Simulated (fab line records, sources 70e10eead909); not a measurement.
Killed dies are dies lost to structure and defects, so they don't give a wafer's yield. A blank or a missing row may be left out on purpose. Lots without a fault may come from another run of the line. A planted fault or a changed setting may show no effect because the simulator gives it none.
Which tool did it? | flow nand_harc | 21 lots, 63 wafers sampled, at 6 steps of a route of 1159

WHAT THE GAUGES READ, wafer by wafer
The record holds no reading of a measuring or inspecting step that can be judged against a usual standard deviation.

WHICH TOOL RAN EACH LOT (tool, then ch and the chambers of the sampled wafers, then the start)
lot  | NHARC_A_CHANNEL_HOLE_D1_ETCH_26  | NHARC_A_CHANNEL_HOLE_D1_ETCH_44    | NHARC_A_STAIRCASE_ETCH_170     | NHARC_A_STAIRCASE_TRIM_16      | NHARC_A_STAIRCASE_TRIM_22      | NHARC_A_STAIRCASE_ETCH_23
L074 | har_etch-01 ch 0,1, day 8 18:31  | rie_diel-12 ch 0,1, day 8 19:26    | rie_diel-11 ch 0,1,3, no start | rie_diel-05 ch 2,3, no start   | rie_diel-05 ch 0,1,3, no start | rie_diel-05 ch 0,1,3, no start
L075 | har_etch-02 ch 0,1, day 9 03:16  | rie_diel-12 ch 0,3, day 9 04:08    | rie_diel-11 ch 0,3, no start   | rie_diel-11 ch 0,1,3, no start | rie_diel-11 ch 1,2,3, no start | rie_diel-11 ch 0,1,2, no start
L076 | har_etch-01 ch 1, day 9 03:34    | rie_diel-01 ch 2,3, day 9 04:30    | rie_diel-02 ch 0,1,3, no start | rie_diel-05 ch 1,2,3, no start | rie_diel-05 ch 0,1,3, no start | rie_diel-05 ch 0,1,3, no start
L078 | har_etch-01 ch 0,1, day 9 09:55  | rie_diel-13 ch 0,1,2, day 9 11:10  | rie_diel-02 ch 0,1, no start   | rie_diel-11 ch 0,2,3, no start | rie_diel-11 ch 2,3, no start   | rie_diel-11 ch 0,3, no start
L079 | har_etch-02 ch 0, day 9 16:49    | rie_diel-01 ch 0,1,3, day 9 18:02  | rie_diel-11 ch 0,2, no start   | rie_diel-05 ch 1,2, no start   | rie_diel-11 ch 0,1,3, no start | rie_diel-11 ch 0,2, no start
L081 | har_etch-02 ch 0,1, day 10 09:50 | rie_diel-12 ch 1,2,3, day 10 10:45 | rie_diel-05 ch 0,2,3, no start | rie_diel-11 ch 1,2,3, no start | rie_diel-11 ch 0,1,3, no start | rie_diel-11 ch 0,1,2, no start
L082 | har_etch-01 ch 0,1, day 10 09:56 | rie_diel-01 ch 0,1,3, day 10 10:52 | rie_diel-11 ch 0,3, no start   | rie_diel-02 ch 0,3, no start   | rie_diel-02 ch 0,2, no start   | rie_diel-02 ch 0,1,3, no start
L083 | har_etch-01 ch 0,1, day 10 14:14 | rie_diel-13 ch 1,2,3, day 10 15:10 | rie_diel-05 ch 0,1, no start   | rie_diel-11 ch 0,2,3, no start | rie_diel-11 ch 0,1,3, no start | rie_diel-11 ch 1,2, no start
L084 | har_etch-02 ch 0,1, day 11 01:19 | rie_diel-01 ch 1,2,3, day 11 02:16 | rie_diel-11 ch 0,2,3, no start | rie_diel-05 ch 1,2,3, no start | rie_diel-05 ch 2,3, no start   | rie_diel-05 ch 1,3, no start
L085 | har_etch-01 ch 0,1, day 11 02:36 | rie_diel-13 ch 1,2,3, day 11 03:33 | rie_diel-02 ch 0,3, no start   | rie_diel-02 ch 0,2,3, no start | rie_diel-02 ch 0,1,3, no start | rie_diel-02 ch 1,3, no start
L087 | har_etch-02 ch 0,1, day 11 12:19 | rie_diel-01 ch 0,1, day 11 13:12   | rie_diel-05 ch 1,2, no start   | rie_diel-05 ch 0,2,3, no start | rie_diel-11 ch 1,3, no start   | rie_diel-11 ch 0,2,3, no start
L086 | har_etch-01 ch 0,1, day 11 22:24 | rie_diel-12 ch 0,2,3, day 11 23:21 | rie_diel-02 ch 0,1,2, no start | rie_diel-11 ch 0,1,3, no start | rie_diel-11 ch 0,1,3, no start | rie_diel-11 ch 1,2,3, no start
L089 | har_etch-02 ch 0,1, day 12 04:49 | rie_diel-13 ch 0,1,2, day 12 05:43 | rie_diel-02 ch 0,1,2, no start | rie_diel-02 ch 0,1,2, no start | rie_diel-02 ch 1,3, no start   | rie_diel-02 ch 0,1,3, no start
L088 | har_etch-01 ch 0,1, day 12 05:17 | rie_diel-01 ch 1,3, day 12 06:17   | rie_diel-02 ch 0,1,3, no start | rie_diel-11 ch 1,2, no start   | rie_diel-11 ch 0,2, no start   | rie_diel-11 ch 0,1,2, no start
L091 | har_etch-01 ch 0,1, day 12 14:57 | rie_diel-01 ch 0,2,3, day 12 15:52 | rie_diel-05 ch 0,1,3, no start | rie_diel-05 ch 1,2,3, no start | rie_diel-05 ch 0,1,2, no start | rie_diel-05 ch 1,3, no start
L092 | har_etch-02 ch 1, day 12 15:44   | rie_diel-12 ch 0,1,3, day 12 16:38 | rie_diel-05 ch 2,3, no start   | rie_diel-11 ch 0,1, no start   | rie_diel-11 ch 0,1,2, no start | rie_diel-11 ch 0,2, no start
L090 | har_etch-01 ch 0, day 12 19:04   | rie_diel-12 ch 0,1,2, day 12 20:01 | rie_diel-05 ch 2,3, no start   | rie_diel-05 ch 0,2,3, no start | rie_diel-02 ch 0,2,3, no start | rie_diel-02 ch 0,3, no start
L094 | har_etch-01 ch 0,1, day 13 05:04 | rie_diel-12 ch 1,2,3, day 13 06:01 | rie_diel-02 ch 0,2,3, no start | rie_diel-02 ch 1,2,3, no start | rie_diel-11 ch 0,1,3, no start | rie_diel-11 ch 0,1,2, no start
L093 | har_etch-02 ch 0,1, day 13 05:56 | rie_diel-13 ch 0,1,2, day 13 06:54 | rie_diel-02 ch 1,2, no start   | rie_diel-02 ch 0,1,2, no start | rie_diel-02 ch 0,1, no start   | rie_diel-02 ch 0,2, no start
L095 | har_etch-02 ch 0,1, day 13 11:55 | rie_diel-12 ch 1,2, day 13 12:50   | rie_diel-02 ch 0,1,3, no start | rie_diel-11 ch 0,3, no start   | rie_diel-11 ch 0,2,3, no start | rie_diel-11 ch 0,3, no start
L097 | har_etch-02 ch 0,1, day 14 12:02 | rie_diel-01 ch 1,2, day 14 12:59   | rie_diel-02 ch 1,2,3, no start | rie_diel-02 ch 1,2,3, no start | rie_diel-02 ch 0,1,3, no start | rie_diel-02 ch 1,2, no start
- NHARC_A_CHANNEL_HOLE_D1_ETCH_26: etches the open film in C4F8/O2/Ar, time 224.1 s, target depth 300 nm.
- NHARC_A_CHANNEL_HOLE_D1_ETCH_44: etches the open film in CF4/O2, target depth 140 nm, overetch 14 nm, time 77 s.
- NHARC_A_STAIRCASE_ETCH_170: etches the open film in C4F6/O2, target depth 200 nm, time 66.667 s.
- NHARC_A_STAIRCASE_TRIM_16: chemistry O2, time 211.2 s.
- NHARC_A_STAIRCASE_TRIM_22: chemistry O2, time 211.2 s.
- NHARC_A_STAIRCASE_ETCH_23: etches the open film in C4F8/O2, target depth 100 nm, time 40.5 s.

WHAT THE TOOLS THEMSELVES READ (means of the sampled wafers that have a number; where no wafer has one, the mark that the record gives instead)
NHARC_A_CHANNEL_HOLE_D1_ETCH_26.
lot  | tool        | c4f8_flow_sccm (sccm) | drypump_motor_current_A (A) | showerhead_plenum_p_Torr (Torr) | throttle_valve_pct (%)
L074 | har_etch-01 | 11.38                 | 5.5                         | 3.82                            | 24.595
L075 | har_etch-02 | 11.39                 | 5.5                         | 3.75                            | 24.578
L076 | har_etch-01 | 11.44                 | 5.7                         | 3.86                            | 24.581
L078 | har_etch-01 | 11.40                 | 5.5                         | 3.82                            | 24.584
L079 | har_etch-02 | 11.36                 | 5.0                         | 3.78                            | 24.590
L081 | har_etch-02 | 11.40                 | 5.5                         | 3.74                            | 24.582
L082 | har_etch-01 | 11.38                 | 5.5                         | 3.81                            | 24.596
L083 | har_etch-01 | 11.36                 | 5.5                         | 3.81                            | 24.589
L084 | har_etch-02 | 11.42                 | 5.5                         | 3.74                            | 24.587
L085 | har_etch-01 | 11.41                 | 5.5                         | 3.81                            | 24.580
L087 | har_etch-02 | 11.43                 | 5.9                         | 3.70                            | 24.581
L086 | har_etch-01 | 11.36                 | 5.4                         | 3.75                            | 24.589
L089 | har_etch-02 | 11.40                 | 5.5                         | 3.73                            | 24.583
L088 | har_etch-01 | 11.38                 | 5.3                         | 3.75                            | 24.583
L091 | har_etch-01 | 11.42                 | 5.3                         | 3.75                            | 24.580
L092 | har_etch-02 | 11.43                 | 6.4                         | 3.67                            | 24.579
L090 | har_etch-01 | 11.41                 | 5.2                         | 3.70                            | 24.584
L094 | har_etch-01 | 11.37                 | 5.5                         | 3.79                            | 24.585
L093 | har_etch-02 | 11.40                 | 5.9                         | 3.69                            | 24.583
L095 | har_etch-02 | 11.42                 | 5.9                         | 3.69                            | 24.590
L097 | har_etch-02 | 11.42                 | 5.9                         | 3.69                            | 24.585

NHARC_A_CHANNEL_HOLE_D1_ETCH_44.
lot  | tool        | drypump_motor_current_A (A) | oes_f_703_au (a.u.) | oes_product_au (a.u.) | rf_vpp_V (V) | showerhead_plenum_p_Torr (Torr) | throttle_valve_pct (%)
L074 | rie_diel-12 | 5.3                         | 0.998               | 1.013                 | 198.7        | 1.37                            | 13.390
L075 | rie_diel-12 | 5.1                         | 0.996               | 1.010                 | 199.0        | 1.38                            | 13.403
L076 | rie_diel-01 | 6.0                         | 0.996               | 0.996                 | 199.0        | 1.35                            | 13.396
L078 | rie_diel-13 | 5.6                         | 1.003               | 0.983                 | 197.8        | 1.36                            | 13.399
L079 | rie_diel-01 | 6.0                         | 1.002               | 1.003                 | 198.1        | 1.34                            | 13.399
L081 | rie_diel-12 | 5.9                         | 1.000               | 1.004                 | 196.6        | 1.32                            | 13.401
L082 | rie_diel-01 | 6.0                         | 1.002               | 0.991                 | 198.4        | 1.34                            | 13.397
L083 | rie_diel-13 | 6.0                         | 0.994               | 0.999                 | 199.2        | 1.37                            | 13.394
L084 | rie_diel-01 | 6.0                         | 1.001               | 1.002                 | 198.1        | 1.34                            | 13.389
L085 | rie_diel-13 | 6.0                         | 1.002               | 0.993                 | 199.9        | 1.37                            | 13.403
L087 | rie_diel-01 | 6.0                         | 1.002               | 0.995                 | 199.8        | 1.38                            | 13.399
L086 | rie_diel-12 | 5.5                         | 1.001               | 1.002                 | 197.2        | 1.35                            | 13.394
L089 | rie_diel-13 | 5.6                         | 1.003               | 0.998                 | 198.7        | 1.36                            | 13.395
L088 | rie_diel-01 | 5.9                         | 1.000               | 0.991                 | 196.3        | 1.28                            | 13.398
L091 | rie_diel-01 | 6.0                         | 0.998               | 1.001                 | 198.5        | 1.36                            | 13.399
L092 | rie_diel-12 | 5.5                         | 0.999               | 1.000                 | 198.1        | 1.35                            | 13.398
L090 | rie_diel-12 | 5.7                         | 0.997               | 0.990                 | 197.7        | 1.34                            | 13.401
L094 | rie_diel-12 | 5.9                         | 1.001               | 0.999                 | 199.0        | 1.32                            | 13.396
L093 | rie_diel-13 | 5.6                         | 0.998               | 0.999                 | 198.5        | 1.36                            | 13.396
L095 | rie_diel-12 | 6.1                         | 0.993               | 0.998                 | 197.0        | 1.31                            | 13.400
L097 | rie_diel-01 | 6.0                         | 1.002               | 0.989                 | 198.5        | 1.39                            | 13.408

NHARC_A_STAIRCASE_ETCH_170.
lot  | tool        | drypump_motor_current_A (A) | oes_product_au (a.u.) | rf_vpp_V (V) | showerhead_plenum_p_Torr (Torr) | throttle_valve_pct (%)
L074 | rie_diel-11 | 5.71                        | 0.989                 | 545          | 3.85                            | 26.906
L075 | rie_diel-11 | 5.90                        | 0.978                 | 546          | 3.87                            | 26.896
L076 | rie_diel-02 | 5.60                        | 0.983                 | 545          | 3.84                            | 26.902
L078 | rie_diel-02 | 5.72                        | 0.977                 | 545          | 3.81                            | 26.906
L079 | rie_diel-11 | 6.01                        | 0.975                 | 543          | 3.76                            | 26.904
L081 | rie_diel-05 | 5.55                        | 0.952                 | 547          | 3.94                            | 26.910
L082 | rie_diel-11 | 5.90                        | 0.988                 | 544          | 3.86                            | 26.912
L083 | rie_diel-05 | 5.67                        | 0.977                 | 547          | 3.93                            | 26.904
L084 | rie_diel-11 | 5.83                        | 0.961                 | 546          | 3.86                            | 26.910
L085 | rie_diel-02 | 5.30                        | 0.972                 | 544          | 3.75                            | 26.905
L087 | rie_diel-05 | 5.57                        | 0.972                 | 547          | 3.98                            | 26.905
L086 | rie_diel-02 | 5.67                        | 0.980                 | 542          | 3.74                            | 26.899
L089 | rie_diel-02 | 5.66                        | 0.980                 | 542          | 3.74                            | 26.901
L088 | rie_diel-02 | 5.61                        | 0.974                 | 545          | 3.82                            | 26.898
L091 | rie_diel-05 | 5.63                        | 0.944                 | 547          | 3.94                            | 26.894
L092 | rie_diel-05 | 5.52                        | 0.959                 | 548          | 4.00                            | 26.902
L090 | rie_diel-05 | 5.51                        | 0.948                 | 547          | 4.00                            | 26.909
L094 | rie_diel-02 | 5.52                        | 0.982                 | 548          | 3.95                            | 26.899
L093 | rie_diel-02 | 5.96                        | 0.986                 | 545          | 3.81                            | 26.893
L095 | rie_diel-02 | 5.58                        | 0.978                 | 549          | 4.01                            | 26.901
L097 | rie_diel-02 | 5.84                        | 0.984                 | 545          | 3.83                            | 26.896

NHARC_A_STAIRCASE_TRIM_16.
lot  | tool        | drypump_motor_current_A (A) | oes_product_au (a.u.) | rf_vpp_V (V) | showerhead_plenum_p_Torr (Torr) | throttle_valve_pct (%)
L074 | rie_diel-05 | 5.54                        | 0.994                 | 59.5         | 3.64                            | 17.041
L075 | rie_diel-11 | 5.71                        | 1.007                 | 57.9         | 3.46                            | 17.042
L076 | rie_diel-05 | 5.59                        | 0.997                 | 57.7         | 3.62                            | 17.048
L078 | rie_diel-11 | 5.83                        | 1.009                 | 57.7         | 3.48                            | 17.037
L079 | rie_diel-05 | 5.56                        | 1.001                 | 57.7         | 3.59                            | 17.032
L081 | rie_diel-11 | 5.65                        | 0.998                 | 57.2         | 3.46                            | 17.036
L082 | rie_diel-02 | 5.28                        | 1.004                 | 57.6         | 3.37                            | 17.040
L083 | rie_diel-11 | 5.84                        | 1.004                 | 58.0         | 3.47                            | 17.045
L084 | rie_diel-05 | 5.58                        | 1.001                 | 58.3         | 3.61                            | 17.035
L085 | rie_diel-02 | 5.55                        | 1.004                 | 57.6         | 3.39                            | 17.039
L087 | rie_diel-05 | 5.56                        | 0.994                 | 57.3         | 3.54                            | 17.044
L086 | rie_diel-11 | 5.71                        | 0.993                 | 57.2         | 3.45                            | 17.038
L089 | rie_diel-02 | 5.67                        | 1.021                 | 57.4         | 3.36                            | 17.038
L088 | rie_diel-11 | 5.73                        | 0.996                 | 56.5         | 3.33                            | 17.035
L091 | rie_diel-05 | 5.58                        | 0.999                 | 57.2         | 3.61                            | 17.027
L092 | rie_diel-11 | 5.81                        | 1.006                 | 57.1         | 3.33                            | 17.036
L090 | rie_diel-05 | 5.53                        | 1.000                 | 58.0         | 3.53                            | 17.036
L094 | rie_diel-02 | 5.87                        | 1.001                 | 57.8         | 3.44                            | 17.038
L093 | rie_diel-02 | 5.65                        | 0.998                 | 57.7         | 3.54                            | 17.045
L095 | rie_diel-11 | 5.88                        | 1.015                 | 56.9         | 3.46                            | 17.036
L097 | rie_diel-02 | 5.85                        | 0.992                 | 57.3         | 3.44                            | 17.034

NHARC_A_STAIRCASE_TRIM_22.
lot  | tool        | drypump_motor_current_A (A) | oes_product_au (a.u.) | rf_vpp_V (V) | showerhead_plenum_p_Torr (Torr) | throttle_valve_pct (%)
L074 | rie_diel-05 | 5.62                        | 0.994                 | 57.4         | 3.56                            | 17.046
L075 | rie_diel-11 | 5.66                        | 1.000                 | 57.9         | 3.46                            | 17.036
L076 | rie_diel-05 | 5.62                        | 0.999                 | 57.1         | 3.55                            | 17.037
L078 | rie_diel-11 | 5.76                        | 0.994                 | 58.5         | 3.48                            | 17.041
L079 | rie_diel-11 | 5.71                        | 0.993                 | 57.1         | 3.46                            | 17.036
L081 | rie_diel-11 | 5.72                        | 0.996                 | 57.7         | 3.46                            | 17.028
L082 | rie_diel-02 | 5.35                        | 1.005                 | 56.9         | 3.30                            | 17.034
L083 | rie_diel-11 | 5.73                        | 0.992                 | 57.4         | 3.45                            | 17.031
L084 | rie_diel-05 | 5.51                        | 0.992                 | 58.3         | 3.61                            | 17.049
L085 | rie_diel-02 | 5.61                        | 1.012                 | 57.6         | 3.44                            | 17.035
L087 | rie_diel-11 | 5.55                        | 0.996                 | 57.7         | 3.43                            | 17.031
L086 | rie_diel-11 | 5.71                        | 0.997                 | 57.6         | 3.45                            | 17.028
L089 | rie_diel-02 | 5.80                        | 1.012                 | 57.8         | 3.53                            | 17.041
L088 | rie_diel-11 | 6.02                        | 0.994                 | 58.2         | 3.36                            | 17.034
L091 | rie_diel-05 | 5.61                        | 0.997                 | 57.8         | 3.52                            | 17.042
L092 | rie_diel-11 | 5.92                        | 0.990                 | 56.9         | 3.35                            | 17.036
L090 | rie_diel-02 | 5.53                        | 1.007                 | 57.7         | 3.56                            | 17.035
L094 | rie_diel-11 | 5.72                        | 0.995                 | 57.6         | 3.44                            | 17.035
L093 | rie_diel-02 | 5.41                        | 1.014                 | 58.5         | 3.70                            | 17.033
L095 | rie_diel-11 | 5.83                        | 1.005                 | 57.8         | 3.46                            | 17.037
L097 | rie_diel-02 | 5.60                        | 1.004                 | 57.5         | 3.60                            | 17.036

NHARC_A_STAIRCASE_ETCH_23.
lot  | tool        | oes_product_au (a.u.) | rf_vpp_V (V)
L074 | rie_diel-05 | 0.948                 | 897
L075 | rie_diel-11 | 0.945                 | 889
L076 | rie_diel-05 | 0.930                 | 897
L078 | rie_diel-11 | 0.931                 | 897
L079 | rie_diel-11 | 0.959                 | 890
L081 | rie_diel-11 | 0.931                 | 890
L082 | rie_diel-02 | 0.945                 | 893
L083 | rie_diel-11 | 0.928                 | 888
L084 | rie_diel-05 | 0.946                 | 900
L085 | rie_diel-02 | 0.949                 | 896
L087 | rie_diel-11 | 0.956                 | 894
L086 | rie_diel-11 | 0.941                 | 893
L089 | rie_diel-02 | 0.951                 | 892
L088 | rie_diel-11 | 0.936                 | 891
L091 | rie_diel-05 | 0.946                 | 899
L092 | rie_diel-11 | 0.950                 | 890
L090 | rie_diel-02 | 0.965                 | 900
L094 | rie_diel-11 | 0.938                 | 890
L093 | rie_diel-02 | 0.944                 | 900
L095 | rie_diel-11 | 0.948                 | 897
L097 | rie_diel-02 | 0.953                 | 890

THE ANSWER, worked out from the rows above alone
Rule: what is usual is taken from the lots themselves. Put in order of their means at a reading, lots are off if they are a third of the lots or fewer, leave a main group of 4 or more, and stand apart from it by a gap of 3 or more times the standard deviation of the main group's means; of several such gaps the widest counts. A main group whose means are all the same, to the digits that the tables above print for the reading, isn't used. A lot without any number at a reading at which 4 lots or more have one is off too. The other lots that the step has rows for count as sound. The gauges are gone through in route order, then the tools' own readings, and for those a lot's mean is taken as printed above. The first step at which some lot is off is used, and at that step the reading that is off furthest; a lot without a number counts as furthest.
No lot is off at any reading shown: from this, nothing can be told.

WHAT THE SIMULATOR HAD PUT IN
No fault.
